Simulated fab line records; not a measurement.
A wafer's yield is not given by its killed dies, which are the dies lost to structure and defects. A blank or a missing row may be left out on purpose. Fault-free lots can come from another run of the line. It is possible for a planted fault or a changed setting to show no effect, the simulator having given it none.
fab line records	flow nand-harc
[record] lots = 11	wafers = 33	last-day = 25
route steps=1159 shown A_CHANNEL_HOLE_D1@466 END@1159
lots with no fault: from the same line, run without faults
start-h: hours from the record's opening day to when the first of the lot's shown wafers began	wait-h: hours elapsed since this lot's preceding step	" unchanged from the row above	L1.1+2: several wafers, shown together as one row	- no value, or no start given	* or withheld: withheld	< > ~ a bound
route shown NAME@n: names a module that has steps shown in the file, with the first one's number in the route	usual: mean and standard deviation over wafers with no fault	same: alike in all rows	chamber/n: place in a boat	sites: per-site readings	_std_site: the values' standard deviation	_edge_site: mean of outer sites minus mean of inner sites	radius-mm: how far each site lies from the wafer's centre	mask NAME#n: copy n	behind: the last tool/chamber to shape the wafer	hold: what put the lot on hold/how long, in hours/how the hold closed	device: the n, p or np transistor that did not switch	end of line: the same wafers' tests at the end of the route	step lacking rows: just its recipe	killed: dies that structure and defects cost at the first sort, which is not the same as the wafer's yield	map: the dies of a wafer, with x for killed, . for not killed, _ for no die there
set.NAME: the setting that was run; set.NAME@STEP: the one run at that earlier step	model.NAME: the simulator's own value behind a step, which no gauge read
a sample of lots followed through the steps of the route, with each step as a table and each wafer as a row
services: when a tool's chamber went out of use (start-h, in hours from the record's first day, below 0 if earlier), for how many hours, and the reason
[[steps]]
[step NHARC_A_CHANNEL_HOLE_D1_ETCH_38]
[recipe] target-depth-a = 390	over-etch-frac = 0.3	time-s = 65	ion-energy-ev = 80	cf4-flow-sccm = 150	ar-flow-sccm = 0	rf-w = 300	bias-w = 100	chemistry = CF4
[usual] drypump-motor-current-A = 5.8/0.4	oes-product-au = 1.002/0.01	rf-vpp-V = 151.2/1.2	showerhead-plenum-p-Torr = 1.76/0.07	throttle-valve-pct = 13.284/0.0091
lot.wafer	tool	chamber	start-h	wait-h	drypump-motor-current-A	oes-product-au	rf-hours-counter-h	rf-vpp-V	showerhead-plenum-p-Torr	throttle-valve-pct
L798.1	rie-diel-03	3	182.92	0.1	5.6	1.000	9	152.9	1.85	13.277
L798.2	"	0	"	"	5.1	1.011	8	150.0	1.71	13.273
L798.4	"	1	"	"	6.0	0.985	9	150.3	1.66	13.289
L797.4	rie-diel-12	2	183.30	0.1	6.0	0.986	9	150.4	1.80	13.289
L797.3	"	0	"	"	6.4	1.000	11	149.7	1.68	13.275
L797.6	"	2	"	"	6.0	0.977	-	151.8	1.80	13.278
L799.2	rie-diel-08	2	183.80	0.1	5.6	1.014	3	150.6	1.78	13.270
L799.3	"	3	"	"	6.5	0.991	3	150.7	1.73	13.285
L799.1	"	1	"	"	5.3	0.995	2	150.0	1.72	13.283
L804.2	rie-diel-08	3	216.29	0.1	6.5	1.007	5	151.2	1.73	13.275
L804.1	"	0	"	"	5.7	0.993	4	151.4	1.82	13.273
L804.3	"	1	"	"	5.3	0.996	4	150.8	1.72	13.285
L803.4	rie-diel-12	0	217.11	0.1	6.4	1.003	1	150.0	1.68	13.289
L803.3	"	2	"	"	6.0	1.005	1	152.2	1.80	13.285
L803.6	"	0	"	"	6.4	1.006	-	149.9	1.68	13.265
L805.4	rie-diel-08	1	225.52	0.1	5.3	1.001	5	151.4	1.72	13.267
L805.5	"	2	"	"	5.6	1.019	-	151.9	1.78	13.271
L805.6	"	3	"	"	6.5	1.010	-	151.7	1.73	13.300
L809.3	rie-diel-03	0	260.40	0.1	5.1	0.987	3	150.7	1.71	13.293
L809.4	"	3	"	"	5.6	0.995	2	153.7	1.85	13.281
L809.5	"	1	"	"	6.0	1.005	-	152.1	1.66	13.269
L812.3	rie-diel-03	2	267.77	0.1	5.4	1.005	3	152.2	1.85	13.292
L812.4	"	0	"	"	5.1	0.986	3	150.4	1.71	13.268
L812.5	"	2	"	"	5.4	1.009	-	154.1	1.85	13.291
L811.3	rie-diel-12	0	268.73	0.1	6.4	0.995	5	149.4	1.68	13.282
L811.2	"	2	"	"	6.0	0.975	4	152.9	1.80	13.291
L811.5	"	3	"	"	6.1	0.999	-	150.9	1.67	13.269
L813.2	rie-diel-08	0	276.69	0.1	5.7	0.995	8	151.7	1.82	13.290
L813.1	"	1	"	"	5.3	1.008	8	151.6	1.72	13.283
L813.5	"	0	"	"	5.7	0.995	-	151.5	1.82	13.262
L817.1	rie-diel-12	2	291.05	0.1	6.0	0.993	6	150.6	1.80	13.295
L817.2	"	1	"	"	5.9	1.020	5	152.4	1.85	13.295
L817.5	"	3	"	"	6.1	1.014	-	150.6	1.67	13.276
[step NHARC_A_CHANNEL_HOLE_D1_ETCH_16]
[recipe] target-depth-a = 31000	over-etch-frac = 0.3	time-s = 806	ion-energy-ev = 150	o2-flow-sccm = 400	cos-flow-sccm = 20	ar-flow-sccm = 0	rf-w = 500	bias-w = 300	chemistry = O2/COS
[usual] drypump-motor-current-A = 5.8/0.41	oes-product-au = 1.001/0.009	rf-vpp-V = 313.7/2	showerhead-plenum-p-Torr = 3.10/0.12	throttle-valve-pct = 28.330/0.0093
lot.wafer	tool	chamber	start-h	wait-h	drypump-motor-current-A	oes-product-au	rf-hours-counter-h	rf-vpp-V	showerhead-plenum-p-Torr	throttle-valve-pct
L798.4	rie-diel-03	0	-	-	5.1	1.009	8	312.5	3.02	28.318
L798.1	"	1	"	"	6.0	0.990	10	310.4	2.92	28.334
L798.2	"	3	"	"	5.6	0.998	9	317.1	3.27	28.333
L797.4	rie-diel-12	1	-	-	5.9	1.008	11	315.6	3.27	28.330
L797.3	"	0	"	"	6.4	1.006	11	313.1	2.97	28.333
L797.6	"	1	"	"	5.9	1.004	-	316.8	3.27	28.340
L799.1	rie-diel-08	2	-	-	5.6	1.007	3	314.1	3.14	28.319
L799.2	"	3	"	"	6.5	1.006	3	313.1	3.05	28.330
L799.3	"	0	"	"	5.7	0.993	3	313.7	3.21	28.323
L804.2	rie-diel-08	2	-	-	5.6	1.009	5	313.7	3.14	28.338
L804.1	"	3	"	"	6.5	1.004	5	314.2	3.05	28.321
L804.3	"	1	"	"	5.3	0.990	4	313.2	3.03	28.330
L803.4	rie-diel-12	1	-	-	5.9	1.005	1	315.2	3.27	28.330
L803.3	"	2	"	"	5.9	0.990	2	314.2	3.18	28.322
L803.6	"	0	"	"	6.4	0.993	-	311.0	2.97	28.339
L805.4	rie-diel-08	2	-	-	5.6	1.010	6	315.8	3.14	28.331
L805.6	"	3	"	"	6.5	1.007	-	311.6	3.05	28.320
L805.5	"	0	"	"	5.7	0.994	-	315.6	3.21	28.325
L809.4	rie-diel-03	2	-	-	5.5	1.012	2	314.4	3.27	28.316
L809.3	"	3	"	"	5.6	0.994	3	316.7	3.27	28.334
L809.5	"	2	"	"	5.4	1.007	-	317.9	3.27	28.341
L812.3	rie-diel-03	1	-	-	6.0	1.014	3	312.6	2.92	28.336
L812.4	"	3	"	"	5.6	0.999	3	316.4	3.26	28.330
L812.5	"	1	"	"	6.0	1.014	-	309.2	2.92	28.321
L811.2	rie-diel-12	2	-	-	6.0	0.991	4	314.9	3.18	28.332
L811.3	"	0	"	"	6.4	1.007	5	312.2	2.97	28.334
L811.5	"	3	"	"	6.1	1.000	-	312.4	2.94	28.317
L813.1	rie-diel-08	1	-	-	5.4	1.002	8	311.6	3.03	28.338
L813.2	"	2	"	"	5.6	1.000	9	314.1	3.13	28.345
L813.5	"	1	"	"	5.3	0.996	-	313.1	3.03	28.333
L817.2	rie-diel-12	0	-	-	6.4	1.004	7	312.7	2.97	28.316
L817.1	"	1	"	"	6.0	1.018	5	314.8	3.27	28.318
L817.5	"	0	"	"	6.4	1.012	-	310.6	2.97	28.337
[step NHARC_A_CHANNEL_HOLE_D1_ETCH_22]
[recipe] bias-v = 3000	source-w = withheld	pressure-mtorr = 20	time-s = 666.7	ar-flow-sccm = 375	c4f8-flow-sccm = 89.3	o2-flow-sccm = 35.7	temp-c = -20	target-depth-a = 16000	chemistry = C4F8/O2/Ar
[usual] drypump-motor-current-A = 5.6/0.43	showerhead-plenum-p-Torr = 3.73/0.1	throttle-valve-pct = 32.155/0.0099
lot.wafer	tool	chamber	start-h	wait-h	drypump-motor-current-A	rf-hours-counter-h	showerhead-plenum-p-Torr	throttle-valve-pct
L798.2	har-etch-02	0	184.91	0.4	5.9	107	3.87	32.152
L798.1	"	1	"	"	5.4	107	3.64	32.160
L798.4	"	1	"	"	5.4	-	3.64	32.139
L797.3	har-etch-01	1	185.45	0.4	4.9	-	3.66	32.167
L797.4	"	0	"	"	6.1	-	3.83	32.151
L797.6	"	0	"	"	6.1	-	3.83	32.164
L799.1	har-etch-02	1	189.07	0.4	5.4	111	3.64	32.163
L799.2	"	0	"	"	5.9	111	3.87	32.140
L799.3	"	1	"	"	5.4	-	3.64	32.155
L804.2	har-etch-02	0	218.30	0.4	5.9	124	3.86	32.162
L804.1	"	1	"	"	5.4	124	3.63	32.164
L804.3	"	1	"	"	5.4	-	3.63	32.139
L803.3	har-etch-02	1	222.68	0.4	5.4	-	3.63	32.150
L803.4	"	0	"	"	5.9	-	3.86	32.157
L803.6	"	1	"	"	5.4	-	3.63	32.139
L805.4	har-etch-01	0	227.66	0.4	6.1	-	3.82	32.161
L805.6	"	0	"	"	6.1	-	3.82	32.158
L805.5	"	1	"	"	4.9	-	3.65	32.149
L809.4	har-etch-02	0	262.55	0.4	5.9	-	3.85	32.138
L809.3	"	1	"	"	5.4	-	3.62	32.155
L809.5	"	1	"	"	5.4	-	3.62	32.151
L812.4	har-etch-01	0	269.92	0.4	6.0	-	3.81	32.157
L812.3	"	1	"	"	4.9	-	3.64	32.162
L812.5	"	1	"	"	4.9	-	3.64	32.157
L811.2	har-etch-02	0	270.98	0.4	5.9	151	3.85	32.169
L811.3	"	1	"	"	5.4	-	3.62	32.173
L811.5	"	1	"	"	5.4	-	3.61	32.150
L813.2	har-etch-02	1	278.76	0.4	5.4	156	3.61	32.138
L813.1	"	0	"	"	5.9	156	3.84	32.177
L813.5	"	1	"	"	5.4	-	3.61	32.158
L817.1	har-etch-02	0	293.00	0.4	5.9	162	3.84	32.160
L817.2	"	1	"	"	5.4	162	3.61	32.145
L817.5	"	1	"	"	5.4	-	3.61	32.151
[step NHARC_A_CHANNEL_HOLE_D1_ETCH_23]
[recipe] bias-v = 5000	source-w = withheld	pressure-mtorr = 20	time-s = 819	ar-flow-sccm = 375	c4f8-flow-sccm = 89.3	o2-flow-sccm = 35.7	temp-c = -20	target-depth-a = 16000	chemistry = C4F8/O2/Ar
[usual] drypump-motor-current-A = 5.6/0.43	showerhead-plenum-p-Torr = 3.73/0.1	throttle-valve-pct = 32.155/0.0096
lot.wafer	tool	chamber	start-h	wait-h	drypump-motor-current-A	rf-hours-counter-h	showerhead-plenum-p-Torr	throttle-valve-pct
L798.2	har-etch-02	0	185.48	0.5	5.9	107	3.87	32.146
L798.1	"	1	"	"	5.4	107	3.64	32.164
L798.4	"	1	"	"	5.4	-	3.64	32.154
L797.3	har-etch-01	1	186.06	0.5	4.9	-	3.66	32.165
L797.4	"	0	"	"	6.0	-	3.83	32.143
L797.6	"	0	"	"	6.0	-	3.83	32.152
L799.1	har-etch-02	1	189.64	0.5	5.4	111	3.64	32.164
L799.2	"	0	"	"	5.9	111	3.87	32.158
L799.3	"	1	"	"	5.4	-	3.64	32.153
L804.2	har-etch-02	0	218.87	0.5	5.9	125	3.86	32.158
L804.1	"	1	"	"	5.4	125	3.63	32.155
L804.3	"	1	"	"	5.4	-	3.63	32.154
L803.3	har-etch-02	1	223.28	0.5	5.4	-	3.63	32.167
L803.4	"	0	"	"	5.9	-	3.86	32.159
L803.6	"	1	"	"	5.4	-	3.63	32.150
L805.4	har-etch-01	0	228.27	0.5	6.0	-	3.82	32.151
L805.6	"	0	"	"	6.0	-	3.82	32.156
L805.5	"	1	"	"	4.9	-	3.65	32.146
L809.4	har-etch-02	0	263.17	0.5	5.9	-	3.85	32.167
L809.3	"	1	"	"	5.4	-	3.62	32.169
L809.5	"	1	"	"	5.4	-	3.62	32.152
L812.4	har-etch-01	0	270.53	0.5	6.0	-	3.81	32.161
L812.3	"	1	"	"	4.9	-	3.64	32.145
L812.5	"	1	"	"	5.0	-	3.64	32.160
L811.2	har-etch-02	0	271.57	0.5	5.9	151	3.85	32.153
L811.3	"	1	"	"	5.4	-	3.62	32.134
L811.5	"	1	"	"	5.4	-	3.61	32.160
L813.2	har-etch-02	1	279.32	0.5	5.4	157	3.61	32.155
L813.1	"	0	"	"	5.9	157	3.84	32.149
L813.5	"	1	"	"	5.4	-	3.61	32.144
L817.1	har-etch-02	0	293.57	0.5	5.9	162	3.84	32.155
L817.2	"	1	"	"	5.4	162	3.61	32.147
L817.5	"	1	"	"	5.4	-	3.61	32.163
[step NHARC_A_CHANNEL_HOLE_D1_INSPECT_40]
[usual] raw-defect-count = 61/18
lot.wafer	tool	chamber	start-h	wait-h	raw-defect-count
L798.1	defect-inspect-01	-	189.73	-	38
L798.2	"	-	"	"	71
L798.4	"	-	"	"	49
L797.3	defect-inspect-02	-	190.17	-	64
L797.4	"	-	"	"	57
L797.6	"	-	"	"	93
L799.1	defect-inspect-02	-	193.90	-	35
L799.2	"	-	"	"	51
L799.3	"	-	"	"	40
L804.1	defect-inspect-01	-	223.16	-	70
L804.2	"	-	"	"	52
L804.3	"	-	"	"	55
L803.3	defect-inspect-01	-	227.36	-	45
L803.4	"	-	"	"	34
L803.6	"	-	"	"	60
L805.4	defect-inspect-02	-	232.30	-	105
L805.5	"	-	"	"	75
L805.6	"	-	"	"	83
L809.3	defect-inspect-02	-	267.24	-	52
L809.4	"	-	"	"	62
L809.5	"	-	"	"	51
L812.3	defect-inspect-02	-	274.59	-	53
L812.4	"	-	"	"	59
L812.5	"	-	"	"	80
L811.2	defect-inspect-02	-	275.73	-	335
L811.3	"	-	"	"	291
L811.5	"	-	"	"	345
L813.1	defect-inspect-02	-	283.58	-	307
L813.2	"	-	"	"	341
L813.5	"	-	"	"	314
L817.1	defect-inspect-02	-	297.85	-	343
L817.2	"	-	"	"	344
L817.5	"	-	"	"	296
[step NHARC_END_SORT_01]
[recipe] temp-c = 25
[usual] killed-at-array = 28/9.1	killed-at-other = 0.6/0.87	killed-at-periphery = 3.4/2.7	killed-dies = 32/9	killed-open = 3.2/1.9	killed-short = 2.0/1.3
[same] gross-dies = 677
lot.wafer	tool	chamber	start-h	wait-h	killed-at-array	killed-at-other	killed-at-periphery	killed-dies	killed-open	killed-short
L812.3	prober-02	0	550.57	3.1	37	0	2	39	4	3
L812.4	prober-02	0	551.38	3.4	40	0	0	40	1	0
L812.5	prober-02	0	552.18	3.7	39	0	7	46	7	0
L811.2	prober-02	0	557.59	2.8	81	1	6	88	3	2
L811.3	prober-02	0	558.38	3.1	65	2	8	75	1	3
L811.5	prober-02	0	559.96	3.7	54	3	10	67	2	2
L809.3	prober-02	0	573.98	3.1	29	1	7	37	8	5
L809.4	prober-02	0	574.78	3.4	37	2	5	44	1	4
L809.5	prober-02	0	575.57	3.7	35	2	5	42	2	5
L813.1	prober-02	0	587.97	2.5	86	1	2	89	5	4
L813.2	prober-02	0	588.77	2.8	68	0	5	73	2	3
L813.5	prober-02	0	591.16	3.7	57	0	4	61	2	4
L817.1	prober-01	0	595.27	2.5	72	1	2	75	2	2
L817.2	prober-01	0	596.07	2.8	63	1	1	65	5	2
L817.5	prober-01	0	598.47	3.7	58	0	4	62	3	3
// killed by level:class
L812.3 A_SLIT:chamber-film-flake=13 A_CONTACT:chamber-film-flake=8 A_CHANNEL_HOLE_D1:chamber-film-flake=7 A_STAIRCASE:chamber-film-flake=3 A_SGD_CUT:geometric-particle:open=2 P_M0:geometric-particle:open=1 P_M0:geometric-particle:short=1 A_ONON_D1:geometric-particle:short=1
L812.4 A_CONTACT:chamber-film-flake=11 A_SLIT:chamber-film-flake=11 A_CHANNEL_HOLE_D1:chamber-film-flake=10 A_M1:chamber-film-flake=3 A_STAIRCASE:chamber-film-flake=2 A_CHANNEL_HOLE_D1:geometric-particle:open=1 A_CHANNEL_FILL_D1:chamber-film-flake=1 A_WL_FILL:chamber-film-flake=1
L812.5 A_SLIT:chamber-film-flake=17 A_CHANNEL_HOLE_D1:chamber-film-flake=10 A_CONTACT:chamber-film-flake=5 P_ZERO_WELL:chamber-film-flake=4 A_CONTACT:geometric-particle:open=3 A_STAIRCASE:chamber-film-flake=3 P_STI:geometric-particle:open=1 P_M0:geometric-particle:open=1
L811.2 A_CHANNEL_HOLE_D1:unspecified=63 A_CONTACT:chamber-film-flake=7 A_STAIRCASE:chamber-film-flake=4 A_WL_FILL:geometric-particle:open=2 P_STI:chamber-film-flake=2 P_M0:chamber-film-flake=2 P_M2:geometric-particle:short=1 A_ONON_D1:geometric-particle:short=1
L811.3 A_CHANNEL_HOLE_D1:unspecified=51 A_CONTACT:chamber-film-flake=5 A_STAIRCASE:chamber-film-flake=4 P_STI:chamber-film-flake=2 P_M0:chamber-film-flake=2 P_CONTACT:chamber-film-flake=2 THIN_TSV:chamber-film-flake=2 A_ONON_D1:geometric-particle:short=1
L811.5 A_CHANNEL_HOLE_D1:unspecified=44 A_CONTACT:chamber-film-flake=4 A_STAIRCASE:chamber-film-flake=3 P_CONTACT:chamber-film-flake=3 P_M0:chamber-film-flake=3 THIN_TSV:chamber-film-flake=3 P_GATE:geometric-particle:open=2 P_STI:chamber-film-flake=2
L809.3 A_SLIT:chamber-film-flake=9 P_M0:chamber-film-flake=3 A_STAIRCASE:chamber-film-flake=3 A_CONTACT:chamber-film-flake=3 A_BONDPAD:chamber-film-flake=3 P_CONTACT:geometric-particle:open=2 A_BLC:geometric-particle:open=2 A_M0:geometric-particle:open=2
L809.4 A_SLIT:chamber-film-flake=14 A_CHANNEL_HOLE_D1:chamber-film-flake=8 A_BONDPAD:chamber-film-flake=5 P_M0:chamber-film-flake=4 A_STAIRCASE:chamber-film-flake=3 A_CONTACT:chamber-film-flake=2 THIN_TSV:chamber-film-flake=2 P_CONTACT:geometric-particle:short=1
L809.5 A_SLIT:chamber-film-flake=14 A_CHANNEL_HOLE_D1:chamber-film-flake=4 P_M0:chamber-film-flake=3 A_STAIRCASE:chamber-film-flake=3 A_BONDPAD:chamber-film-flake=3 A_WL_FILL:geometric-particle:short=2 A_WL_FILL:chamber-film-flake=2 A_CONTACT:chamber-film-flake=2
L813.1 A_CHANNEL_HOLE_D1:unspecified=58 A_SLIT:chamber-film-flake=17 A_CHANNEL_HOLE_D1:chamber-film-flake=3 A_SGD_CUT:geometric-particle:short=2 A_CONTACT:geometric-particle:open=2 P_GATE:geometric-particle:open=1 P_M1:geometric-particle:open=1 A_CHANNEL_FILL_D1:geometric-particle:short=1
L813.2 A_CHANNEL_HOLE_D1:unspecified=43 A_SLIT:chamber-film-flake=16 A_WL_FILL:geometric-particle:short=2 P_CONTACT:chamber-film-flake=2 A_CHANNEL_HOLE_D1:chamber-film-flake=2 A_CONTACT:chamber-film-flake=2 P_M1:geometric-particle:short=1 A_CONTACT:geometric-particle:open=1
L813.5 A_CHANNEL_HOLE_D1:unspecified=45 A_SLIT:chamber-film-flake=4 A_WL_FILL:geometric-particle:short=3 P_M1:chamber-film-flake=3 P_CONTACT:geometric-particle:open=1 A_CHANNEL_HOLE_D1:geometric-particle:short=1 A_BLC:geometric-particle:open=1 A_CHANNEL_HOLE_D1:chamber-film-flake=1
L817.1 A_CHANNEL_HOLE_D1:unspecified=64 A_CHANNEL_HOLE_D1:chamber-film-flake=3 P_M0:geometric-particle:open=1 A_STAIRCASE:geometric-particle:short=1 A_BLC:geometric-particle:open=1 A_M0:geometric-particle:short=1 P_STI:chamber-film-flake=1 A_STAIRCASE:chamber-film-flake=1
L817.2 A_CHANNEL_HOLE_D1:unspecified=50 A_CONTACT:geometric-particle:open=3 A_CHANNEL_HOLE_D1:chamber-film-flake=3 A_STAIRCASE:chamber-film-flake=2 A_SOURCE_PLATE:geometric-particle:short=1 A_SOURCE_PLATE:geometric-particle:open=1 A_ONON_D1:geometric-particle:short=1 A_ONON_D1:geometric-particle:open=1
L817.5 A_CHANNEL_HOLE_D1:unspecified=48 P_STI:chamber-film-flake=2 A_STAIRCASE:chamber-film-flake=2 A_CONTACT:chamber-film-flake=2 P_CONTACT:geometric-particle:short=1 P_M0:geometric-particle:open=1 A_ONON_D1:geometric-particle:short=1 A_CHANNEL_FILL_D1:geometric-particle:short=1
[[services]]
tool	chamber	start-h	hours	kind
rie-diel-12	0	181.40	-	clean
rie-diel-12	1	181.40	-	clean
rie-diel-12	2	181.40	-	clean
rie-diel-12	3	181.40	-	clean
rie-diel-08	0	182.80	-	clean
rie-diel-08	1	182.80	-	clean
rie-diel-08	2	182.80	-	clean
rie-diel-08	3	182.80	-	clean
rie-diel-12	-	202.40	9.0	pm
rie-diel-12	0	202.40	9.0	vent-cycle
rie-diel-12	1	202.40	9.0	vent-cycle
rie-diel-12	2	202.40	9.0	vent-cycle
rie-diel-12	3	202.40	9.0	vent-cycle
rie-diel-08	0	207.30	-	clean
rie-diel-08	1	207.30	-	clean
rie-diel-08	2	207.30	-	clean
rie-diel-08	3	207.30	-	clean
rie-diel-12	0	211.40	-	clean
rie-diel-12	1	211.40	-	clean
rie-diel-12	2	211.40	-	clean
rie-diel-03	-	215.30	9.0	pm
rie-diel-12	0	228.30	1.2	repair
rie-diel-12	1	266.55	6.8	repair
rie-diel-03	0	283.45	7.1	repair
[[key]]
[first-sign] step = NHARC_A_CHANNEL_HOLE_D1_INSPECT_40	reading = raw-defect-count	direction = up	sigmas = 15	usual = 61	struck = 324
[effect] step = NHARC_END_SORT_01	reading = killed-dies	direction = up	sigmas = 4.6	usual = 32	struck = 73
[more-kills-born-at] NHARC_A_CHANNEL_HOLE_D1_ETCH_22@har-etch-02 = 422
met-at NHARC_A_CHANNEL_HOLE_D1_ETCH_22
struck-lots L811,L813,L817
tester-left-out L811,L813,L817
not-acting-at NHARC_A_CHANNEL_HOLE_D1_ETCH_38,NHARC_A_CHANNEL_HOLE_D1_ETCH_16,NHARC_A_CHANNEL_HOLE_D1_ETCH_23
onset-between 262.55 270.98
also-fits time
[fault] kind = chamber-particle-source	tool = har-etch-02	chamber = -	onset-h = 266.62	steps = NHARC_A_CHANNEL_HOLE_D1_ETCH_22	rate-per-visit-cm2 = 0.4217	end-h = 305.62
// tester-left-out: of these lots the tester's yield and bins aren't shown, on N5 and GAA mostly nor the transistor test; their killed dies are dies lost to structure and defects alone, not to doping, threshold or leakage, so they don't give the yield
